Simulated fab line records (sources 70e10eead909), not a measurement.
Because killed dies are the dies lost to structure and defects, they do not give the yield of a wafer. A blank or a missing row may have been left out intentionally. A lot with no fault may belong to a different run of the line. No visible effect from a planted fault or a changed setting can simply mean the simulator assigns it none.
fab line records	flow nandHarc
[record] lots = 5	wafers = 14	lastDay = 24
route steps=1159 shown A_CHANNEL_HOLE_D1@482 A_CHANNEL_FILL_D1@490
lots that met no fault: from a run of the same line without faults
startH: the number of hours between the record's first day and the start of the first shown wafer of the lot	waitH: hours since the lot's step before	" as in the row above	L1.1+2: a row that stands for several wafers	- value missing, or start not given	* or withheld: withheld	< > ~ a bound
route shown NAME@n: NAME is a module with steps in the file, n the number in the route of the first one	usual: mean and standard deviation over wafers with no fault	same: alike in all rows	chamber/n: place in a boat	sites: per-site readings	_std_site: standard deviation of those values	_edge_site: inner sites' mean taken away from outer sites' mean	radiusMm: for every site, how far away it sits from the centre of the wafer	mask NAME#n: copy n	behind: tool/chamber where the wafer was last shaped	hold: reason for holding the lot/hours on hold/outcome of the hold	device: whichever transistor did not switch (one of n, p or np)	end of line: tests run on the same wafers once the route is complete	a step with no rows: only its recipe	killed: dies lost to structure and defects at the first sort, not the wafer's yield	map: per-die view of a wafer (x killed, . not killed, _ where there is no die)
set.NAME: the setting as run; set.NAME@STEP: as run at that earlier step	model.NAME: the simulator's own value behind a step, which no gauge read
lots at some steps of the route; a table a step, a row a wafer
services: from which hour (startH, from the record's first day; less than 0 if before it) a tool's chamber was out of use, for how many hours, and why
[[steps]]
[step NHARC_A_CHANNEL_HOLE_D1_STRIP_43]
[recipe] o2FlowSccm = 400	cosFlowSccm = 20	arFlowSccm = 0	biasW = 0	chemistry = O2/COS
[step NHARC_A_CHANNEL_HOLE_D1_ETCH_44]
[recipe] targetDepthA = 1400	overetchA = 140	timeS = 77	ionEnergyEv = 100	cf4FlowSccm = 80	o2FlowSccm = 20	arFlowSccm = 0	rfW = 300	biasW = 100	chemistry = CF4/O2
[usual] drypumpMotorCurrentA = 5.8/0.52	oesProductAu = 0.998/0.0089	rfVppV = 197.3/1.5	showerheadPlenumPTorr = 1.31/0.055	throttleValvePct = 13.398/0.0091
[same] timeS = 77
lot.wafer	tool	chamber	startH	waitH	drypumpMotorCurrentA	oesProductAu	rfHoursCounterH	rfVppV	showerheadPlenumPTorr	throttleValvePct
L616.4	rieDiel-03	0	198.85	0.1	5.8	1.007	12	195.8	1.29	13.386
L616.2	"	1	"	"	5.3	1.007	13	196.6	1.26	13.419
L616.5	"	1	"	"	5.4	1.003	-	194.8	1.26	13.395
L624.3	rieDiel-04	0	243.65	0.0	5.1	0.998	8	196.8	1.38	13.382
L624.4	"	1	"	"	5.4	0.982	8	197.7	1.30	13.407
L629.3	rieDiel-04	3	273.21	0.1	6.4	0.993	9	197.5	1.26	13.394
L629.1	"	0	"	"	5.1	0.986	9	199.6	1.38	13.393
L629.6	"	2	"	"	6.3	0.996	-	197.5	1.27	13.401
L637.2	rieDiel-04	1	307.88	0.1	5.4	0.996	1	197.0	1.30	13.380
L637.3	"	2	"	"	6.3	1.001	1	196.8	1.27	13.401
L637.5	"	0	"	"	5.0	1.005	-	198.9	1.38	13.401
L636.3	rieDiel-03	1	310.21	0.1	5.3	0.992	7	196.3	1.26	13.404
L636.5	"	0	"	"	5.8	0.989	-	196.3	1.29	13.395
L636.6	"	1	"	"	5.4	0.991	-	194.8	1.26	13.378
[step NHARC_A_CHANNEL_HOLE_D1_STRIP_27]
[recipe] o2FlowSccm = 500	arFlowSccm = 0	biasW = 0	chemistry = O2
[usual] drypumpMotorCurrentA = 5.8/0.51	oesProductAu = 0.999/0.0092	rfVppV = 57.7/0.85	showerheadPlenumPTorr = 3.46/0.14	throttleValvePct = 17.037/0.0083
lot.wafer	tool	chamber	startH	waitH	drypumpMotorCurrentA	oesProductAu	rfHoursCounterH	rfVppV	showerheadPlenumPTorr	throttleValvePct
L616.2	rieDiel-03	0	-	-	5.8	1.001	12	58.1	3.41	17.036
L616.4	"	2	"	"	6.2	0.992	13	57.3	3.30	17.047
L616.5	"	1	"	"	5.4	1.005	-	58.8	3.35	17.049
L624.3	rieDiel-04	0	-	-	5.1	0.989	8	57.0	3.65	17.038
L624.4	"	2	"	"	6.4	1.000	7	57.0	3.37	17.039
L629.3	rieDiel-04	2	-	-	6.3	0.997	9	57.7	3.37	17.033
L629.1	"	0	"	"	5.1	0.991	9	58.6	3.65	17.030
L629.6	"	1	"	"	5.4	0.977	-	57.7	3.43	17.031
L637.3	rieDiel-04	1	-	-	5.4	0.991	1	58.7	3.43	17.048
L637.2	"	0	"	"	5.1	1.001	1	58.8	3.65	17.057
L637.5	"	2	"	"	6.3	1.004	-	58.2	3.37	17.034
L636.3	rieDiel-03	2	-	-	6.2	0.996	7	57.3	3.29	17.021
L636.6	"	3	"	"	5.9	1.008	-	55.8	3.45	17.047
L636.5	"	0	"	"	5.8	1.004	-	57.0	3.41	17.038
[step NHARC_A_CHANNEL_HOLE_D1_PRECLEAN_28]
[recipe] timeS = *	tempC = 50	bathAgeMin = 0	chemistry = SC1
[step NHARC_A_CHANNEL_HOLE_D1_SRD_29]
[step NHARC_A_CHANNEL_HOLE_D1_CD_MEAS_30]
[usual] cdNm = 90.3/0.84
lot.wafer	tool	chamber	startH	waitH	cdNm
L616.2	cdSem-03	-	199.65	-	89.2
L616.4	"	-	"	"	89.0
L616.5	"	-	"	"	89.7
L624.3	cdSem-02	-	244.46	-	90.7
L624.4	"	-	"	"	88.7
L629.1	cdSem-01	-	274.01	-	91.3
L629.3	"	-	"	"	91.0
L629.6	"	-	"	"	90.0
L637.2	cdSem-01	-	308.80	-	90.6
L637.3	"	-	"	"	91.4
L637.5	"	-	"	"	91.2
L636.3	cdSem-02	-	311.00	-	91.3
L636.5	"	-	"	"	90.9
L636.6	"	-	"	"	91.5
[step NHARC_A_CHANNEL_HOLE_D1_XSEM_31]
[recipe] landingEnergyEv = 35000
[usual] botCdNm = 74.8/0.96	bowNm = 8.74/0.28	tiltDeg = 0.07/0.056
[same] landingEnergyEv = 35000
lot.wafer	tool	chamber	startH	waitH	botCdNm	bowNm	tiltDeg
L616.2	xsem-01	0	199.73	0.1	75.0	9.20	0.05
L616.4	"	0	"	"	74.2	9.16	0.05
L616.5	"	0	"	"	74.8	9.22	0.05
L624.3	xsem-02	0	244.55	0.1	75.8	8.83	0.16
L624.4	"	0	"	"	73.6	8.91	0.16
L629.1	xsem-02	0	274.10	0.1	75.6	8.84	0.03
L629.3	"	0	"	"	76.4	8.83	0.03
L629.6	"	0	"	"	74.8	8.86	0.03
L637.2	xsem-01	0	308.89	0.1	74.5	8.43	0.08
L637.3	"	0	"	"	76.2	8.50	0.08
L637.5	"	0	"	"	75.2	8.44	0.08
L636.3	xsem-01	0	311.09	0.1	74.3	9.35	0.00
L636.5	"	0	"	"	74.0	9.32	0.00
L636.6	"	0	"	"	75.3	9.30	0.00
[step NHARC_A_CHANNEL_HOLE_D1_INSPECT_40]
[usual] rawDefectCount = 59/17
lot.wafer	tool	chamber	startH	waitH	rawDefectCount
L616.2	defectInspect-02	-	199.83	-	87
L616.4	"	-	"	"	78
L616.5	"	-	"	"	55
L624.3	defectInspect-02	-	244.64	-	44
L624.4	"	-	"	"	53
L629.1	defectInspect-01	-	274.20	-	41
L629.3	"	-	"	"	40
L629.6	"	-	"	"	41
L637.2	defectInspect-01	-	308.99	-	84
L637.3	"	-	"	"	51
L637.5	"	-	"	"	72
L636.3	defectInspect-01	-	311.19	-	46
L636.5	"	-	"	"	43
L636.6	"	-	"	"	42
[step NHARC_A_CHANNEL_FILL_D1_PRECLEAN_00]
[recipe] timeS = *	tempC = 50	bathAgeMin = 0	chemistry = SC1
[step NHARC_A_CHANNEL_FILL_D1_SRD_01]
[step NHARC_A_CHANNEL_FILL_D1_ALD_02]
[recipe] targetThkA = 60	pulseTimeS = 10	aldCycles = 60	tempC = 300	material = SiO2
[step NHARC_A_CHANNEL_FILL_D1_ALD_03]
[recipe] targetThkA = 60	pulseTimeS = 60	aldCycles = 58	tempC = 630	pressureTorr = 2	material = SiNx
[usual] aldCycles = 58/0	precursorPulseHeightRel = 1.003/0.019	susceptorTempC = 629.95/0.29
lot.wafer	tool	chamber	startH	waitH	aldCycles	precursorPulseHeightRel	susceptorTempC
L616.2	aldSinBatch-01	0	-	-	58	0.993	629.48
L616.4	"	0	"	"	58	0.979	629.47
L616.5	"	0	"	"	58	0.986	629.94
L624.3	aldSinBatch-02	0	-	-	58	1.011	630.10
L624.4	"	0	"	"	58	0.995	629.98
L629.1	aldSinBatch-02	0	-	-	58	1.028	629.93
L629.3	"	0	"	"	58	0.974	630.13
L629.6	"	0	"	"	58	1.019	630.09
L637.2	aldSinBatch-02	0	-	-	58	1.025	630.09
L637.3	"	0	"	"	58	1.011	629.97
L637.5	"	0	"	"	58	1.000	629.64
L636.3	aldSinBatch-01	0	-	-	58	1.017	629.98
L636.5	"	0	"	"	58	0.988	629.97
L636.6	"	0	"	"	58	0.999	629.95
[step NHARC_A_CHANNEL_FILL_D1_ALD_14]
[recipe] targetThkA = 25	pulseTimeS = 10	aldCycles = 25	tempC = 300	material = SiO2
[usual] aldCycles = 25/0	heaterPowerW = 475/37	precursorPulseHeightRel = 1.001/0.02	susceptorTempC = 299.99/0.19
lot.wafer	tool	chamber	startH	waitH	aldCycles	heaterPowerW	precursorPulseHeightRel	sinceWetCleanH	susceptorTempC
L616.4	aldHk-01	2	210.05	3.0	25	458	0.990	150	300.15
L616.2	"	3	"	"	25	433	0.988	150	300.02
L616.5	"	2	"	"	25	466	1.023	-	300.32
L624.3	aldHk-01	1	251.86	0.0	25	574	1.006	14	300.43
L624.4	"	2	"	"	27	473	0.992	14	299.85
L629.1	aldHk-04	2	281.05	0.3	25	494	1.020	85	-
L629.3	"	3	"	"	25	456	0.970	85	-
L629.6	"	2	"	"	25	484	0.980	-	-
L637.3	aldHk-03	3	314.73	0.0	25	517	1.029	159	299.70
L637.2	"	2	"	"	25	472	0.986	159	299.88
L637.5	"	0	"	"	25	480	0.984	-	299.89
L636.3	aldHk-04	3	320.42	0.1	25	463	1.058	124	299.95
L636.5	"	1	"	"	25	521	0.997	-	300.04
L636.6	"	2	"	"	25	488	0.998	-	300.09
[step NHARC_A_CHANNEL_FILL_D1_ALD_15]
[recipe] targetThkA = 20	pulseTimeS = 60	aldCycles = 19	tempC = 630	pressureTorr = 2	material = SiNx
[usual] aldCycles = 19/0	precursorPulseHeightRel = 1.004/0.019	susceptorTempC = 629.9/0.31
lot.wafer	tool	chamber	startH	waitH	aldCycles	precursorPulseHeightRel	susceptorTempC
L616.2	aldSinBatch-01	0	-	-	19	1.027	-
L616.4	"	0	"	"	19	0.993	-
L616.5	"	0	"	"	19	0.982	-
L624.3	aldSinBatch-01	0	-	-	19	1.020	-
L624.4	"	0	"	"	19	1.016	-
L629.1	aldSinBatch-01	0	-	-	19	1.049	630.1
L629.3	"	0	"	"	19	1.006	629.8
L629.6	"	0	"	"	19	0.990	630.0
L637.2	aldSinBatch-02	0	-	-	19	0.992	-
L637.3	"	0	"	"	19	0.984	-
L637.5	"	0	"	"	19	0.990	-
L636.3	aldSinBatch-02	0	-	-	19	0.999	-
L636.5	"	0	"	"	19	0.993	-
L636.6	"	0	"	"	19	0.977	-
[[services]]
tool	chamber	startH	hours	kind
rieDiel-04	3	183.89	4.7	repair
aldHk-04	-	186.50	10.0	pm
rieDiel-04	2	186.92	15.0	repair
rieDiel-04	0	194.40	-	clean
rieDiel-04	1	194.40	-	clean
rieDiel-04	3	194.40	-	clean
aldHk-03	-	202.82	0.7	repair
aldHk-03	-	207.81	2.2	repair
rieDiel-03	-	215.30	9.0	pm
rieDiel-04	0	218.90	-	clean
rieDiel-04	1	218.90	-	clean
rieDiel-04	2	218.90	-	clean
rieDiel-04	3	218.90	-	clean
aldHk-01	-	228.21	10.0	pm
rieDiel-04	0	243.40	-	clean
rieDiel-04	1	243.40	-	clean
aldHk-01	-	247.75	0.8	repair
rieDiel-03	0	278.58	8.0	repair
rieDiel-03	-	279.81	0.6	repair
rieDiel-04	-	288.97	9.0	pm
rieDiel-03	2	295.14	4.3	repair
rieDiel-04	3	301.06	34.5	repair
xsem-02	-	302.00	14.0	pm
rieDiel-03	1	317.05	2.5	repair
[[key]]
[firstSign] step = NHARC_A_CHANNEL_FILL_D1_ALD_14	reading = aldCycles	direction = up	sigmas = 99+	usual = 25	struck = 27
effect none on later readings
metAt NHARC_A_CHANNEL_FILL_D1_ALD_14
struckWafers L624.4
testerLeftOut L624
onsetBetween 210.05 251.86
[fault] kind = processParameterDrift	tool = aldHk-01	chamber = -	onsetH = 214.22	steps = NHARC_A_CHANNEL_FILL_D1_ALD_14	channel = aldCycles	offset = 2	shape = step	endH = 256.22	scope = struckWafersOnly	actsIn = theseRecipesOnly	stated = 25
// testerLeftOut: of these lots the tester's yield and bins aren't shown, on N5 and GAA mostly nor the transistor test; their killed dies are dies lost to structure and defects alone, not to doping, threshold or leakage, so they don't give the yield
